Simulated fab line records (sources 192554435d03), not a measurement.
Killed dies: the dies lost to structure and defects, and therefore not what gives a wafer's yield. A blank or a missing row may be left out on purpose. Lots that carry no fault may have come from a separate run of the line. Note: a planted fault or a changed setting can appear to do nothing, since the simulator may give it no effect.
A single fault, viewed from 3 desks || flow n5_finfet || every desk sees just its own numbers, and what lay behind them comes last

AT THE METROLOGY DESK
What the gauges read, lot by lot, whatever tool the lot ran on: means of the sampled wafers that have a number. If a lot's mean is further than 4 standard deviations from the usual mean, the lot is out of limits and carries the mark OUT (the distance appears in the brackets). Of its 10 readings 7 are shown: those that lie furthest out on some lot.
Columns: A = DIBL_N at N5_BEOL_M4_RC_MEAS_101, usual 36.2 mV/V; B = IOFF_N at N5_BEOL_M4_RC_MEAS_101, usual 0.16 nA/um; C = IOFF_P at N5_BEOL_M4_RC_MEAS_101, usual 0.22 nA/um; D = ION_N at N5_BEOL_M4_RC_MEAS_101, usual 675 uA/um; E = ION_P at N5_BEOL_M4_RC_MEAS_101, usual 465 uA/um; F = SS_N at N5_BEOL_M4_RC_MEAS_101, usual 71.5 mV/dec; G = VT_N at N5_BEOL_M4_RC_MEAS_101, usual 250 mV
{"lot": "L760", "first seen here": "day 8 09:48", "A": 35.6, "B": 0.14, "C": 0.19, "D": 678, "E": 465, "F": 71.4, "G": 249}
{"lot": "L761", "first seen here": "day 9 04:04", "A": 36.3, "B": 0.17, "C": 0.22, "D": 678, "E": 464, "F": 71.5, "G": 246}
{"lot": "L762", "first seen here": "day 9 07:08", "A": 33.5, "B": 0.11, "C": 0.17, "D": 650, "E": 455, "F": 70.9, "G": 256}
{"lot": "L764", "first seen here": "day 9 14:08", "A": 35.4, "B": 0.15, "C": 0.22, "D": 673, "E": 467, "F": 71.6, "G": 248}
{"lot": "L769", "first seen here": "day 11 05:33", "A": 35.2, "B": 0.15, "C": 0.25, "D": 675, "E": 474, "F": 71.2, "G": 250}
{"lot": "L770", "first seen here": "day 11 16:47", "A": 36.4, "B": 0.19, "C": 0.28, "D": 698, "E": 481, "F": 71.7, "G": 247}
{"lot": "L772", "first seen here": "day 11 22:15", "A": 39.0, "B": 0.21, "C": 0.27, "D": 695, "E": 476, "F": 71.8, "G": 244}
{"lot": "L779", "first seen here": "day 13 08:14", "A": 39.2, "B": 0.17, "C": 0.21, "D": 672, "E": 454, "F": 72.7, "G": 255}
{"lot": "L778", "first seen here": "day 13 09:20", "A": 36.2, "B": 0.15, "C": 0.19, "D": 670, "E": 459, "F": 71.3, "G": 251}
{"lot": "L780", "first seen here": "day 13 10:43", "A": 37.4, "B": 0.17, "C": 0.22, "D": 676, "E": 460, "F": 71.8, "G": 250}
This desk found nothing out of limits on any of the 10 lots.

THE DEFECT DESK
What the inspections along the route counted, lot by lot: means of the sampled wafers that have a number. If a lot's mean is further than 4 standard deviations from the usual mean, the lot is out of limits and carries the mark OUT (the distance appears in the brackets).
Columns: A = raw_defect_count at N5_MIM_BOT_LITHO_INSPECT_12, usual 2.1; B = raw_defect_count at N5_PASSIVATION_INSPECT_61, usual 1.9
{"lot": "L760", "first seen here": "day 12 16:01", "A": 2.7, "B": 1.3}
{"lot": "L761", "first seen here": "day 13 00:34", "A": 3.0, "B": 2.7}
{"lot": "L762", "first seen here": "day 13 10:16", "A": 0.7, "B": 1.3}
{"lot": "L764", "first seen here": "day 13 15:19", "A": 1.0, "B": 2.0}
{"lot": "L769", "first seen here": "day 15 05:48", "A": 1.0, "B": 1.3}
{"lot": "L770", "first seen here": "day 15 06:05", "A": 2.3, "B": 2.3}
{"lot": "L772", "first seen here": "day 16 10:28", "A": 1.0, "B": 2.0}
{"lot": "L779", "first seen here": "day 17 06:47", "A": 1.5, "B": 0.0}
{"lot": "L780", "first seen here": "day 17 09:12", "A": 2.0, "B": 2.7}
{"lot": "L778", "first seen here": "day 17 16:04", "A": 3.3, "B": 1.5}
This desk found nothing out of limits on any of the 10 lots.

THE TOOL OWNER'S DESK: pecvd-04
The tool's own readings at N5_PASSIVATION_PECVD_01 (deposits SiNx from SiH4/NH3/N2, target thk 200 nm, time 43.2 s): means of the sampled wafers that have a number, for each lot that ran on this tool. If a lot's mean is further than 4 standard deviations from the usual mean, the lot is out of limits and carries the mark OUT (the distance appears in the brackets).
Columns: A = heater_power_w at N5_PASSIVATION_PECVD_01, usual 374 W; B = showerhead_plenum_p_Torr at N5_PASSIVATION_PECVD_01, usual 8.63 Torr; C = susceptor_temp_C at N5_PASSIVATION_PECVD_01, usual 400.02 C; D = throttle_valve_pct at N5_PASSIVATION_PECVD_01, usual 29.4 %
{"lot": "L761", "first seen here": "day 13 01:33", "A": 346, "B": 8.68, "C": 400.22, "D": 30.3}
{"lot": "L762", "first seen here": "day 13 11:13", "A": 299, "B": 8.67, "C": 400.09, "D": 30.3}
{"lot": "L764", "first seen here": "day 13 16:28", "A": 270, "B": 8.66, "C": 400.01, "D": 28.6}
{"lot": "L769", "first seen here": "day 15 06:47", "A": 405, "B": 8.75, "C": 399.88, "D": 30.2}
{"lot": "L772", "first seen here": "day 16 11:26", "A": 384, "B": 8.83, "C": 400.32, "D": 28.6}
{"lot": "L779", "first seen here": "day 17 08:10", "A": 368, "B": 8.72, "C": 400.19, "D": 28.9}
{"lot": "L778", "first seen here": "day 17 18:11", "A": 354, "B": 8.68, "C": 399.99, "D": 29.0}
This desk found nothing out of limits on any of the 7 lots.

BROUGHT TOGETHER
Metrology desk: nothing out of limits seen.
The defect desk saw nothing out of limits.
The tool owner's desk saw nothing out of limits.

WHAT WAS PUT IN BY THE SIMULATOR
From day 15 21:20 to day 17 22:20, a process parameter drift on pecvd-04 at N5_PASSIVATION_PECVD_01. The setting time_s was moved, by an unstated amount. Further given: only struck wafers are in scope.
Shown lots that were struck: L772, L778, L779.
